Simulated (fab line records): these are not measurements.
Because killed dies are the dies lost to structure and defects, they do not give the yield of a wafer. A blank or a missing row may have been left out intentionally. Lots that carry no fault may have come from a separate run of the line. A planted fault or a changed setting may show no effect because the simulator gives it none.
What tool caused it? | flow nand harc | 18 wafers from 6 lots sampled at 5 of the route's 1302 steps

WHAT THE GAUGES READ, wafer by wafer
NHARC_END_SORT_01.
lot  | measured     | on        | killed at other
L455 | day 29 00:20 | prober-01 | 0 1 0
L457 | day 29 05:50 | prober-01 | 6 0 1
L459 | day 30 19:10 | prober-02 | 0 1 1
L468 | day 33 18:53 | prober-02 | 0 0 0

WHICH TOOL RAN EACH LOT (tool, then ch and the chambers of the sampled wafers, then the start)
lot  | NHARC_P_BONDPAD_ETCH_24            | NHARC_THIN_TSV_STRIP_45              | NHARC_THIN_TSV_CMP_21         | NHARC_THIN_TSV_ETCH_59
L446 | rie diel-13 ch 2,3, day 7 01:37    | plasma asher-01 ch 0,1, day 24 04:31 | cmp-02 ch 1,3, day 24 07:50   | rie metal-03 ch 0,1, day 24 09:43
L453 | rie diel-03 ch 0,3, day 9 23:44    | plasma asher-02 ch 0,1, day 27 16:28 | cmp-03 ch 2,3, day 27 19:44   | rie metal-03 ch 0,1, day 27 21:35
L455 | rie diel-13 ch 0,2,3, day 11 02:18 | plasma asher-01 ch 0,1, day 28 08:07 | cmp-04 ch 2,3, day 28 11:20   | rie metal-01 ch 0,1, day 28 13:17
L457 | rie diel-13 ch 0,1,3, day 11 17:37 | plasma asher-01 ch 0,1, day 28 17:18 | cmp-03 ch 1,3, day 28 20:35   | rie metal-02 ch 0,1, day 28 22:20
L459 | rie diel-13 ch 0,2,3, day 12 22:49 | plasma asher-02 ch 0,1, day 30 04:52 | cmp-03 ch 0,1,2, day 30 08:29 | rie metal-01 ch 0,1, day 30 10:23
L468 | rie diel-13 ch 1,2,3, day 16 02:22 | plasma asher-01 ch 0,1, day 33 04:55 | cmp-03 ch 0,2,3, day 33 08:11 | rie metal-03 ch 0,1, day 33 10:02
- NHARC_P_BONDPAD_ETCH_24: etches the open film in CF4/N2, target depth 30 nm, time 72.99 s.
- NHARC_THIN_TSV_STRIP_45: strips in O2.
- NHARC_THIN_TSV_CMP_21: polishes, t overpolish 30 s, target thk 2000 nm.
- NHARC_THIN_TSV_ETCH_59: etches the open film in Cl2/BCl3, target depth 880 nm, time 138.1 s.

THE ANSWER, worked out from the rows above alone
Rule: the usual values come from the lots themselves. The widest of any qualifying gaps counts: lots, ordered by their means at a reading, are off when they make up no more than a third of the lots, leave a main group of 4 or more, and stand apart from it by 3 or more times the standard deviation of that group's means. Not used: any main group whose means are identical at the precision the tables above print for the reading. Also off: a lot with no number at a reading for which 4 or more lots have one. All remaining lots with rows at the step are treated as sound.
No lot is off on any of the readings shown, so nothing can be concluded from this.

WHAT WAS PUT IN BY THE SIMULATOR
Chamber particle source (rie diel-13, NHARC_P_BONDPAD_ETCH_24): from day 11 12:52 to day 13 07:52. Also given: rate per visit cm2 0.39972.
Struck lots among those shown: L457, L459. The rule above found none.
